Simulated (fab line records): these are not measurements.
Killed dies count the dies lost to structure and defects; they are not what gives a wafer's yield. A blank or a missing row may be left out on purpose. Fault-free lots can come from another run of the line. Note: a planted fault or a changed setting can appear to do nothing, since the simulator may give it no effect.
A struck lot beside a sound one	flow n5_finfet	15 steps out of a route of 1938
Sound: these wafers, L515.1, L515.4, L515.6. Wafers L509.2, L509.3, L509.4 were the ones struck. The cause comes at the end.
Per side, at each step with rows, come the tool, then ch with its chambers, and then its first start. Under that, the readings that differ: sound wafers	struck wafers	difference of the means	sigmas: that difference in standard deviations of wafers without a fault.
alike: words and numbers the same on both sides, and readings whose means are apart by under 2 such deviations; not compared: readings that were withheld, readings missing a value for some wafer, numbers with overlapping values and no deviation given by the record, and bounds like >300 which may hide the same value.
A row with sigmas, a row that says differs or no value, or rows on one side alone: a step with any of these is where the two part. Non-overlapping numbers with no deviation appear without sigmas and do not part them. A reading that every wafer of one side lacks parts them only if that side has two wafers or more.

first, 4 steps without rows for these wafers: N5_BEOL_M5_HM_STRIP_39 (strips TiN in peroxide tin strip, target depth 25 nm, time 158 s); N5_BEOL_M5_SRD_40 (time 30 s); N5_BEOL_M5_PRECLEAN_42 (cleans in residue remover, time 60 s); N5_BEOL_M5_SRD_43 (time 30 s).
N5_BEOL_M5_CD_MEAS_35: target cd 28 nm, target cd y 24 nm.
  struck on cd_sem-01, day 13 09:50; sound on cd_sem-02, day 13 16:37
  alike: cd_nm
then, 1 step without rows for these wafers: N5_BEOL_M5_CURE_80 (cures SiCOH lowk, time 120 s).
N5_BEOL_M5_DEGAS_44: time 60 s.
  struck on pvd_sputter-03, day 13 10:31; sound on pvd_sputter-02, day 13 18:32
  alike: heater_power_w
then, 1 step without rows for these wafers: N5_BEOL_M5_PRE_CLEAN_45 (time 30 s).
N5_BEOL_M5_ALD_86: deposits TaN, pulse time 2 s, purge time 3 s, co reactant purge time 2 s.
  sound on ald_metal-03 ch 1,2,3, day 13 18:38; struck on ald_metal-04 ch 1,2,3, day 13 10:37
  alike: heater_power_w
N5_BEOL_M5_SURFACE_TREAT_87:
  struck on pvd_sputter-02, day 13 10:54; sound on pvd_sputter-03, day 13 19:01
  not compared: throttle_valve_pct
then, 1 step without rows for these wafers: N5_BEOL_M5_CVD_47 (deposits Co from CCTBA/H2, target thk 3 nm, time 216 s).
N5_BEOL_M5_SPUTTER_48: material Cu, target thk 15 nm, time 27.62 s.
  struck on pvd_sputter-02, day 13 11:08; sound on pvd_sputter-03, day 13 19:23
  alike: chamber_pressure_pa, throttle_valve_pct
N5_BEOL_M5_ANNEAL_49: time 1800 s.
  struck on pvd_sputter-02, day 13 11:13; sound on pvd_sputter-03, day 13 19:28
  no value came back on the struck wafers for heater_power_w (W), susceptor_temp_C (C); on the sound wafers heater_power_w (W) reads 785 882 888
N5_BEOL_M5_SPUTTER_81: material Cu, target thk 15 nm, time 27.62 s.
  struck on pvd_sputter-02, day 13 12:13; sound on pvd_sputter-03, day 13 20:28
  alike: chamber_pressure_pa, throttle_valve_pct
-- here the record skips 5 days between the struck wafers' starts before and after, leaving off in module BEOL_M5 and picking up in module PASSIVATION (first step shown: number 1936 of the route) --
N5_PASSIVATION_PROBE_49:
  struck on prober-01, day 18 01:04; sound on prober-02, day 18 01:37
reading	sound	struck	difference	sigmas
killed_short	50 43 57	30 28 33	-20	-2
  alike: defect_limited_yield, killed_at_M0_to_M3, killed_at_M4_up, killed_at_contacts, killed_at_front_end, killed_at_other, killed_dies, killed_open, sort_bin_5_function, sort_bin_6_memory, sort_n_pass, sort_yield_pct

== WHERE THEY PART ==
First at N5_BEOL_M5_ANNEAL_49; last, within this record, at N5_PASSIVATION_PROBE_49.

WHY: whatever the simulator had introduced
Skipped step whole: pvd_sputter-02, from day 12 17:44 on, at N5_BEOL_M5_ANNEAL_49. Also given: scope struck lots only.
